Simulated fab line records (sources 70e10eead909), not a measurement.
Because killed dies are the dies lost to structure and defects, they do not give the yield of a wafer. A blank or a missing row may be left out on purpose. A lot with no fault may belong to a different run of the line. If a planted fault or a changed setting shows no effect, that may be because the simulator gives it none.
Matching of chambers :: flow nand-harc :: NHARC_A_STAIRCASE_CMP_472 on cmp-04 has 4 sister chambers
The step polishes SiO2. 8 wafers are shown with their chamber, then 7 later ones without.

## EACH WAFER AND ITS CHAMBER
wafer: L208.4
chamber: 3
motor-current-A (A): 11.8
edge-zone-pressure-frac: 1.003

wafer: L209.3
chamber: 3
motor-current-A (A): 11.6
edge-zone-pressure-frac: 0.999

wafer: L209.5
chamber: 0
motor-current-A (A): 11.5
edge-zone-pressure-frac: 1.004

wafer: L212.1
chamber: 1
motor-current-A (A): 10.6
edge-zone-pressure-frac: 0.996

wafer: L212.2
chamber: 2
motor-current-A (A): 11.5
edge-zone-pressure-frac: 1.000

wafer: L212.5
chamber: 2
motor-current-A (A): 11.9
edge-zone-pressure-frac: 1.001

wafer: L213.2
chamber: 1
motor-current-A (A): 10.8
edge-zone-pressure-frac: 1.006

wafer: L213.3
chamber: 0
motor-current-A (A): 11.3
edge-zone-pressure-frac: 0.999

## WAFERS WITHOUT THEIR CHAMBER
wafer: L213.5
motor-current-A (A): 11.8
edge-zone-pressure-frac: 0.995

wafer: L214.1
motor-current-A (A): 11.2
edge-zone-pressure-frac: 1.005

wafer: L214.3
motor-current-A (A): 12.2
edge-zone-pressure-frac: 1.005

wafer: L214.5
motor-current-A (A): 11.9
edge-zone-pressure-frac: 0.995

wafer: L216.2
motor-current-A (A): 12.2
edge-zone-pressure-frac: 0.992

wafer: L216.3
motor-current-A (A): 11.7
edge-zone-pressure-frac: 1.008

wafer: L216.6
motor-current-A (A): 12.3
edge-zone-pressure-frac: 1.001

## THE CHAMBER EACH PASSED THROUGH
wafer: L213.5
from the rows above: can't be placed: 2 or 3 or 0
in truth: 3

wafer: L214.1
from the rows above: can't be placed: 0 or 1 or 3 or 2
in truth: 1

wafer: L214.3
from the rows above: can't be placed: 3 or 2 or 0
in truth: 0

wafer: L214.5
from the rows above: can't be placed: 2 or 3 or 0
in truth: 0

wafer: L216.2
from the rows above: can't be placed: 2 or 3 or 0
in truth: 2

wafer: L216.3
from the rows above: can't be placed: 3 or 2 or 0
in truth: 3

wafer: L216.6
from the rows above: can't be placed: 3 or 2 or 0
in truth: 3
0 of 7 placed correctly. Unplaceable from these rows: 7, with the true chamber sitting among the candidates in 7. Wrongly placed: 0.
How it was worked out, from the rows above alone: a wafer's distance from a chamber is the root of the sum, over the readings, of the square of ((its reading less the chamber's mean) divided by the reading's scatter). If the next closest chamber is less than 2 further off than the closest, the wafer can't be placed; otherwise it belongs to the closest. For every chamber, the mean is computed from those of its wafers that are shown. How the scatter is found: for the shown wafers, subtract from each reading the mean of its chamber, square and add these, divide the total by (wafers less chambers), then take the root.
